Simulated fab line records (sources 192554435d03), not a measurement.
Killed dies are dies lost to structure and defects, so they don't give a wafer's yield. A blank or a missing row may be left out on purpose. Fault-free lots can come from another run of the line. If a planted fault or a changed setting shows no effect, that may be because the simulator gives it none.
Chamber matching | flow n5 finfet | N5_BEOL_M10_ALD_74 on ald metal-04: 4 sister chambers
The step deposits TaN, target thk 2 nm, pulse time 2 s, purge time 3 s. 7 wafers are shown with their chamber, then 8 later ones without.

## WAFERS WITH THEIR CHAMBER
wafer  | chamber | heater power w (W)
L075.4 | 1       | 480
L079.6 | 1       | 505
L081.6 | 2       | 502
L083.1 | 2       | 490
L083.2 | 0       | 407
L083.4 | 3       | 494
L082.1 | 3       | 462

## WAFERS WITH NO CHAMBER GIVEN
wafer  | heater power w (W)
L082.4 | 497
L082.6 | 498
L084.3 | 496
L084.5 | 492
L084.6 | 497
L089.2 | 488
L089.3 | 501
L089.6 | 488

## CHAMBER TAKEN BY EACH
wafer  | from the rows above          | in truth
L082.4 | can't be placed: 2 or 1 or 3 | 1
L082.6 | can't be placed: 2 or 1 or 3 | 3
L084.3 | can't be placed: 2 or 1 or 3 | 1
L084.5 | can't be placed: 1 or 2 or 3 | 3
L084.6 | can't be placed: 2 or 1 or 3 | 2
L089.2 | can't be placed: 1 or 2 or 3 | 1
L089.3 | can't be placed: 2 or 1 or 3 | 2
L089.6 | can't be placed: 1 or 2 or 3 | 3
0 of 8 placed correctly. Unplaceable from these rows: 8, with the true chamber sitting among the candidates in 8. Placed wrongly: 0.
How it was worked out, from the rows above alone: a wafer's distance from a chamber is the root of the sum, over the readings, of the square of ((its reading less the chamber's mean) divided by the reading's scatter). If the next closest chamber is less than 2 further off than the closest, the wafer can't be placed; otherwise it belongs to the closest. The mean given for a chamber averages the wafers shown for that chamber. The scatter: take each reading less its chamber's mean, square it, sum over the shown wafers, divide by the number of wafers less the number of chambers, and take the root.
